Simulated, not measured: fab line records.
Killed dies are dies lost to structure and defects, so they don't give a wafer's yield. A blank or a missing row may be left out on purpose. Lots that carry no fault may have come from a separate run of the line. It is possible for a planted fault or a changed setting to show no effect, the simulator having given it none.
The tool behind it: which one? + flow nand_harc + 12 lots with 36 wafers sampled at 2 steps, on a route of 1302 steps

== WHAT THE GAUGES READ, wafer by wafer ==
NHARC_A_CONTACT_CD_MEAS_69: target cd 300 nm.
| lot  | measured     | on        | cd_nm (nm)        |
|------|--------------|-----------|-------------------|
| L075 | day 22 01:03 | cd_sem-03 | 299.5 300.1 300.2 |
| L077 | day 23 13:39 | cd_sem-02 | 299.7 300.7 299.4 |
| L078 | day 23 20:52 | cd_sem-02 | 300.2 299.3 299.4 |
| L082 | day 25 08:19 | cd_sem-01 | 299.0 300.2 299.7 |
| L083 | day 25 13:28 | cd_sem-01 | 298.9 299.8 299.4 |
| L085 | day 26 17:08 | cd_sem-03 | 299.4 300.2 300.0 |
| L088 | day 27 11:19 | cd_sem-02 | 299.5 299.9 300.0 |
| L089 | day 27 14:34 | cd_sem-03 | 300.0 298.8 299.3 |
| L091 | day 28 14:41 | cd_sem-03 | 299.0 299.6 299.5 |
| L092 | day 29 09:55 | cd_sem-03 | 300.5 299.6 300.1 |
| L095 | day 30 11:58 | cd_sem-01 | 299.4 299.7 299.0 |
| L096 | day 30 20:48 | cd_sem-03 | 299.3 299.1 298.8 |

== TOOL THAT RAN EACH LOT (tool first, then ch and the chambers of the sampled wafers, then the start) ==
| lot  | NHARC_A_CONTACT_ETCH_102           |
|------|------------------------------------|
| L075 | rie_diel-11 ch 2,3, day 21 19:45   |
| L077 | rie_diel-13 ch 0,1, day 23 07:53   |
| L078 | rie_diel-13 ch 1,2,3, day 23 16:09 |
| L082 | rie_diel-13 ch 0,1,3, day 25 01:53 |
| L083 | rie_diel-13 ch 0,2,3, day 25 08:47 |
| L085 | rie_diel-13 ch 1,2,3, day 26 10:28 |
| L088 | rie_diel-11 ch 1,3, day 27 06:41   |
| L089 | rie_diel-13 ch 0,2,3, day 27 09:17 |
| L091 | rie_diel-13 ch 0,3, day 28 09:44   |
| L092 | rie_diel-13 ch 0,1,3, day 29 04:20 |
| L095 | rie_diel-11 ch 0,2,3, day 30 07:21 |
| L096 | rie_diel-10 ch 0,3, day 30 15:10   |
- NHARC_A_CONTACT_ETCH_102: etches the open film in CF4/O2, target depth 100 nm, overetch 10 nm, time 55 s.

== THE ANSWER, worked out from the rows above alone ==
Rule: what is usual is taken from the lots themselves. Put in order of their means at a reading, lots are off if they are a third of the lots or fewer, leave a main group of 4 or more, and stand apart from it by a gap of 3 or more times the standard deviation of the main group's means; of several such gaps the widest counts. A main group whose means are all the same, to the digits that the tables above print for the reading, isn't used. Also off: a lot with no number at a reading for which 4 or more lots have one. The other lots that the step has rows for count as sound.
No lot is off on any of the readings shown, so nothing can be concluded from this.

== WHAT THE SIMULATOR PUT IN ==
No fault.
